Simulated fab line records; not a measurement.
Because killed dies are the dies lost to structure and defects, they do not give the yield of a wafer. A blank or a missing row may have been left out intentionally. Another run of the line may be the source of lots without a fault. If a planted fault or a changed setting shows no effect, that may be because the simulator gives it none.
A struck lot beside a sound one ; flow nand-harc ; 15 out of 1302 route steps
Sound: the wafers L781.1, L781.4, L781.5. Struck: wafers L771.3, L771.4. (L771.2 of the same lot was not struck and is left out.) The cause comes at the end.
Each step with rows lists, per side, the tool, then ch with its chambers, then its first start. Under that, the readings that differ: sound wafers ; struck wafers ; difference of the means ; sigmas: that difference in standard deviations of wafers without a fault.
alike: words and numbers the same on both sides, and readings whose means are apart by under 2 such deviations; not compared: readings that were withheld, readings missing a value for some wafer, numbers with overlapping values and no deviation given by the record, and bounds like >300 which may hide the same value.
Wherever a step has rows on one side only, a row that says differs or no value, or a row with sigmas, the two part there. When numbers do not overlap yet have no deviation, they are printed without sigmas and do not part them. A reading missing from all wafers of one side parts the sides only when that side holds two or more wafers.

first, 7 steps without rows for these wafers: NHARC_P_GATE_HMDS_19 (time 30 s); NHARC_P_GATE_COAT_20 (resist thk 90 nm); NHARC_P_GATE_SOFTBAKE_21 (time 55 s); NHARC_P_GATE_EBR_22; NHARC_P_GATE_EXPOSE_23 (exposes mask P GATE, target cd 120 nm); NHARC_P_GATE_PEB_24 (peb time 65 s); NHARC_P_GATE_DEVELOP_25 (develop time 35 s).
NHARC_P_GATE_CD_MEAS_26: the cd target is 120 nm.
  sound on cd-sem-03 ch 0, day 12 16:16; struck on cd-sem-01 ch 0, day 9 00:44
  alike: cd-nm
NHARC_P_GATE_OVL_MEAS_27:
  struck on overlay-02, day 9 00:50; sound on overlay-01, day 12 16:22
  alike: overlay-x-nm, overlay-y-nm
NHARC_P_GATE_INSPECT_28:
  struck on defect-inspect-01, day 9 00:52; sound on defect-inspect-02, day 12 16:24
  alike: raw-defect-count
NHARC_P_GATE_DESCUM_31: chemistry O2, time 3 s.
  sound on rie-diel-09 ch 0,2,3, day 12 16:28; struck on rie-diel-13 ch 1,3, day 9 00:56
  alike: chamber-pressure-mTorr, drypump-motor-current-A, mfc-ar-sccm, oes-product-au, rf-vpp-V, showerhead-plenum-p-Torr, throttle-valve-pct
  not compared: rf-hours-counter-h
NHARC_P_GATE_ETCH_104: etches the open film in CF4/CHF3, target depth 60 nm.
  sound on rie-diel-09 ch 0,1,3, day 12 16:33; struck on rie-diel-13 ch 1,2, day 9 01:01
reading;sound;struck;difference;sigmas
mfc-ar-sccm (sccm);0.002 0 0;0.024 0.034;+0.028;+2
oes-product-au (a.u.);0.977 0.962 0.975;0.911 0.916;-0.058;-3
  alike: chamber-pressure-mTorr, drypump-motor-current-A, rf-vpp-V, showerhead-plenum-p-Torr, throttle-valve-pct
NHARC_P_GATE_HM_OPEN_105: chemistry O2/COS, target depth 360 nm.
  sound on rie-diel-09 ch 1,2, day 12 16:00; struck on rie-diel-13 ch 0,3, day 9 01:00
reading;sound;struck;difference;sigmas
oes-product-au (a.u.);1.007 1.013 1.006;0.550 0.553;-0.457;-38
  alike: chamber-pressure-mTorr, drypump-motor-current-A, mfc-ar-sccm, rf-vpp-V, showerhead-plenum-p-Torr, throttle-valve-pct
  not compared: rf-hours-counter-h
then, 1 step without rows for these wafers: NHARC_P_GATE_STRIP_106 (strips in O2/COS).
-- jump in the record: it breaks off in module P_GATE and resumes in module END (first step shown: number 1302 of the route), and 20 days separate the struck wafers' starts before and after --
NHARC_END_SORT_01:
  the record has rows for the struck wafers here (prober-02 ch 0, day 28 14:19) and none for the sound ones

== WHERE THEY PART ==
First at NHARC_P_GATE_ETCH_104; last, within this record, at NHARC_END_SORT_01.

WHY: what the simulator had put in
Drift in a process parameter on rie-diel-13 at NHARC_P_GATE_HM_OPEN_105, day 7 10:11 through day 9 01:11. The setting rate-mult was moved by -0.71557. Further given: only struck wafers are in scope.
